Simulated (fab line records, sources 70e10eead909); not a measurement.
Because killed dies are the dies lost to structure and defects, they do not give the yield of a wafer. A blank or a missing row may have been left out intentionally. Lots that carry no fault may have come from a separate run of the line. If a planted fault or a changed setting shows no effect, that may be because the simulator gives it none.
What tool caused it? | flow nandHarc | 39 wafers from 13 lots sampled at 5 of the route's 1302 steps

WHAT THE GAUGES SHOWED, per wafer
NHARC_A_BONDPAD_OVL_MEAS_35. Usual: overlayXNm -1 nm, standard deviation 6; overlayYNm -2 nm, standard deviation 3.7.
lot  | measured     | on         | overlayXNm (nm) | overlayYNm (nm) | flag
L597 | day 23 18:22 | overlay-01 | -14 -14 -14     | -2 -2 -2        | 
L599 | day 25 04:44 | overlay-02 | 1 1 0           | -4 -4 -4        | 
L600 | day 26 05:44 | overlay-02 | -2 -2 -2        | 4 4 4           | 
L604 | day 26 09:17 | overlay-01 | 2 2 2           | -6 -6 -6        | 
L603 | day 26 11:10 | overlay-01 | 3 3 3           | -2 -3 -3        | 
L605 | day 26 20:22 | overlay-01 | -2 -3 -3        | -2 -2 -2        | 
L609 | day 28 15:31 | overlay-02 | 0 0 0           | -4 -4 -4        | 
L611 | day 28 22:58 | overlay-01 | 2 2 2           | -10 -10 -10     | 
L612 | day 29 22:55 | overlay-01 | -1 0 0          | -7 -7 -7        | 
L610 | day 30 04:13 | overlay-01 | -7 -7 -7        | 3 3 2           | 
L615 | day 31 08:10 | overlay-01 | -8 -8 -9        | -1 0 0          | 
L616 | day 31 10:23 | overlay-02 | 6 6 6           | -4 -4 -4        | 
L619 | day 32 13:41 | overlay-02 | 14 14 14        | -6 -6 -6        | 

NHARC_END_SORT_01. Usual: value, then standard deviation, for each; defectLimitedYield 89.9 % / 2.9; killedAtArray 64 / 20; killedAtOther 0.7 / 1.1; killedAtPeriphery 3.6 / 2.7; killedDies 68 / 20; killedOpen 2.8 / 1.9; killedShort 2.3 / 1.5.
lot  | measured     | on        | defectLimitedYield (%) | killedAtArray | killedAtOther | killedAtPeriphery | killedDies  | killedOpen | killedShort | flag
L597 | day 25 04:08 | prober-01 | 83.5 84.0 83.0         | 110 106 112   | 0 1 1         | 2 1 2             | 112 108 115 | 3 2 0      | 3 5 5       | 
L599 | day 26 10:49 | prober-02 | 91.7 92.5 90.5         | 54 47 60      | 0 0 0         | 2 4 4             | 56 51 64    | 2 4 0      | 1 1 6       | 
L600 | day 27 14:31 | prober-02 | 91.9 90.5 91.4         | 49 56 54      | 2 3 3         | 4 5 1             | 55 64 58    | 2 3 1      | 2 3 1       | 
L604 | day 27 13:40 | prober-01 | 86.6 84.9 88.0         | 87 95 78      | 0 1 1         | 4 6 2             | 91 102 81   | 1 4 1      | 1 3 1       | 
L603 | day 27 22:22 | prober-02 | 86.1 86.7 87.6         | 86 88 82      | 5 0 1         | 3 2 1             | 94 90 84    | 2 2 1      | 3 0 1       | 
L605 | day 28 05:19 | prober-01 | 90.3 91.0 91.4         | 57 56 56      | 3 0 0         | 6 5 2             | 66 61 58    | 4 3 4      | 3 0 2       | 
L609 | day 30 00:38 | prober-01 | 0 0 0                  | 38 43 49      | 630 622 621   | 9 12 7            | 677 677 677 | 1 3 4      | 1 3 2       | OFF
L612 | day 31 05:39 | prober-01 | 0 0 0                  | 81 82 78      | 590 592 590   | 6 3 9             | 677 677 677 | 4 0 5      | 0 2 1       | OFF
L610 | day 31 10:38 | prober-02 | 87.0 90.0 87.6         | 85 68 83      | 1 0 0         | 2 0 1             | 88 68 84    | 9 1 3      | 2 1 6       | 
L615 | day 32 18:08 | prober-01 | 89.8 88.3 91.3         | 65 69 53      | 0 1 0         | 4 9 6             | 69 79 59    | 3 6 1      | 5 3 3       | 
L616 | day 32 23:49 | prober-02 | 93.1 90.7 91.0         | 45 61 59      | 0 0 0         | 2 2 2             | 47 63 61    | 2 3 0      | 0 4 2       | 
L619 | day 34 00:38 | prober-01 | 91.1 91.6 91.7         | 55 51 51      | 1 1 1         | 4 5 4             | 60 57 56    | 4 3 6      | 3 4 1       | 

EACH LOT AND THE TOOL THAT RAN IT (in order: tool; ch and the chambers of the sampled wafers; start)
lot  | NHARC_THIN_TSV_CMP_01         | NHARC_THIN_TSV_STRIP_45             | NHARC_THIN_TSV_DEP_47
L597 | cmp-01 ch 1,2,3, day 24 08:02 | plasmaAsher-02 ch 0,1, day 24 10:21 | pecvd-02 ch 0,1,2, day 24 11:08
L599 | cmp-02 ch 1,2, day 25 18:28   | plasmaAsher-02 ch 0,1, day 25 20:50 | pecvd-04 ch 0,1,2, day 25 21:41
L600 | cmp-01 ch 0,1, day 26 21:12   | plasmaAsher-01 ch 1, day 26 23:33   | pecvd-01 ch 0,1,2, day 27 00:26
L604 | cmp-02 ch 1,2, day 26 23:36   | plasmaAsher-02 ch 0,1, day 27 01:49 | pecvd-04 ch 0,2, day 27 02:37
L603 | cmp-01 ch 1,3, day 27 00:49   | plasmaAsher-02 ch 0,1, day 27 03:20 | pecvd-04 ch 0,2, day 27 04:06
L605 | cmp-04 ch 0,1,3, day 27 09:58 | plasmaAsher-02 ch 0,1, day 27 12:19 | pecvd-01 ch 0,1, day 27 13:04
L609 | cmp-01 ch 0,3, day 29 05:14   | plasmaAsher-02 ch 0,1, day 29 07:41 | pecvd-02 ch 0,2, day 29 08:32
L611 | cmp-02 ch 2,3, day 29 14:02   | plasmaAsher-02 ch 0,1, day 29 16:19 | pecvd-04 ch 0,1, day 29 17:07
L612 | cmp-04 ch 0,1,3, day 30 13:28 | plasmaAsher-01 ch 0,1, day 30 15:43 | pecvd-02 ch 0,1,2, day 30 16:34
L610 | cmp-02 ch 1,2, day 30 18:13   | plasmaAsher-01 ch 1, day 30 20:33   | pecvd-02 ch 1,2, day 30 21:21
L615 | cmp-02 ch 0,1,3, day 32 02:03 | plasmaAsher-01 ch 0,1, day 32 04:22 | pecvd-01 ch 0,1, day 32 05:16
L616 | cmp-02 ch 0,1,3, day 32 03:13 | plasmaAsher-02 ch 0,1, day 32 05:37 | pecvd-02 ch 1,2, day 32 06:23
L619 | cmp-01 ch 1,2,3, day 33 03:45 | plasmaAsher-01 ch 0,1, day 33 06:08 | pecvd-04 ch 0,1,2, day 33 06:53
- NHARC_THIN_TSV_CMP_01: polishes.
- NHARC_THIN_TSV_STRIP_45: strips in O2.
- NHARC_THIN_TSV_DEP_47: deposits SiO2, target thk 200 nm.

WHAT THE TOOLS THEMSELVES READ (means of the sampled wafers that have a number; where no wafer has one, the mark that the record gives instead)
NHARC_THIN_TSV_CMP_01. Usual: motorCurrentA 12.1 A, standard deviation 1.3; slurryFilterDpKPa 13.51 kPa, standard deviation 0.13.
lot  | tool   | motorCurrentA (A) | slurryFilterDpKPa (kPa) | flag
L597 | cmp-01 | 11.8              | 13.46                   | 
L599 | cmp-02 | 11.8              | 13.50                   | 
L600 | cmp-01 | 12.5              | 13.46                   | 
L604 | cmp-02 | 12.0              | 13.50                   | 
L603 | cmp-01 | 12.9              | 13.45                   | 
L605 | cmp-04 | 12.3              | 13.49                   | 
L609 | cmp-01 | 10.7              | 13.54                   | 
L611 | cmp-02 | 11.6              | 13.53                   | 
L612 | cmp-04 | 12.4              | 13.49                   | 
L610 | cmp-02 | 11.8              | 13.56                   | 
L615 | cmp-02 | 12.0              | 13.52                   | 
L616 | cmp-02 | 12.2              | 13.55                   | 
L619 | cmp-01 | 12.3              | 13.33                   | 

NHARC_THIN_TSV_STRIP_45. Usual: drypumpMotorCurrentA 6.0 A, standard deviation 0.37; heaterPowerW 316 W, standard deviation 23; tempC 249.98 C, standard deviation 0.19.
lot  | tool           | drypumpMotorCurrentA (A) | heaterPowerW (W) | tempC (C) | flag
L597 | plasmaAsher-02 | 5.8                      | 289              | 250.01    | 
L599 | plasmaAsher-02 | 5.8                      | 296              | 250.08    | 
L600 | plasmaAsher-01 | 5.7                      | 326              | 250.05    | 
L604 | plasmaAsher-02 | 5.8                      | 294              | 250.06    | 
L603 | plasmaAsher-02 | 5.8                      | 296              | 249.96    | 
L605 | plasmaAsher-02 | 6.1                      | 308              | 250.04    | 
L609 | plasmaAsher-02 | 5.8                      | 296              | 249.88    | 
L611 | plasmaAsher-02 | 6.1                      | 311              | 250.10    | 
L612 | plasmaAsher-01 | 6.0                      | 327              | 250.04    | 
L610 | plasmaAsher-01 | 5.7                      | 327              | 249.99    | 
L615 | plasmaAsher-01 | 5.9                      | 324              | 249.96    | 
L616 | plasmaAsher-02 | 6.1                      | 306              | 250.15    | 
L619 | plasmaAsher-01 | 5.9                      | 325              | 249.86    | 

NHARC_THIN_TSV_DEP_47. Usual: chamberPressureTorr 6.501 Torr, standard deviation 0.016; flowSccm 2649 sccm, standard deviation 7.5; showerheadVppV 1815 V, standard deviation 84; throttleValvePct 15.9 %, standard deviation 0.61.
lot  | tool     | chamberPressureTorr (Torr) | flowSccm (sccm) | showerheadVppV (V) | throttleValvePct (%) | flag
L597 | pecvd-02 | 6.505                      | 2652            | 1755               | 16.3                 | 
L599 | pecvd-04 | 6.518                      | 2647            | 1902               | 16.0                 | 
L600 | pecvd-01 | 6.484                      | 2656            | 1797               | 16.1                 | 
L604 | pecvd-04 | 6.497                      | 2653            | 1920               | 15.4                 | 
L603 | pecvd-04 | 6.510                      | 2650            | 1880               | 16.2                 | 
L605 | pecvd-01 | 6.506                      | 2648            | 1769               | 15.8                 | 
L609 | pecvd-02 | -                          | -               | -                  | -                    | OFF
L611 | pecvd-04 | -                          | -               | -                  | -                    | OFF
L612 | pecvd-02 | -                          | -               | -                  | -                    | OFF
L610 | pecvd-02 | 6.509                      | 2659            | 1795               | 15.2                 | 
L615 | pecvd-01 | 6.479                      | 2654            | 1804               | 15.8                 | 
L616 | pecvd-02 | 6.501                      | 2639            | 1818               | 15.5                 | 
L619 | pecvd-04 | 6.507                      | 2651            | 1908               | 15.9                 | 

THE ANSWER, worked out from the rows above alone
Rule: lot off if the mean of its wafers having a number is beyond 3 standard deviations from the usual mean. Also off: a lot with no number at a reading for which 4 or more lots have one. Any other lot the step has rows for is counted as sound. Order of review: gauges by route order, followed by the tools' own readings, for which a lot's mean as printed above is used. At the first step where some lot is off, the reading lying furthest off is the one used; lots without a number count as furthest.
Off: L609, L612 (NHARC_END_SORT_01, killedAtOther). Neither off nor sound, because the step has no rows for them: L611.
If a tool, at a process step before that reading, ran all the lots that are off and no sound lot after the first of them, it fits. The gauges at NHARC_END_SORT_01 aren't tried: what is off there is off at NHARC_THIN_TSV_DEP_47 too, on other tools, and a gauge's error can't cause that. No candidate that was tried fits.

WHAT THE SIMULATOR HAD PUT IN
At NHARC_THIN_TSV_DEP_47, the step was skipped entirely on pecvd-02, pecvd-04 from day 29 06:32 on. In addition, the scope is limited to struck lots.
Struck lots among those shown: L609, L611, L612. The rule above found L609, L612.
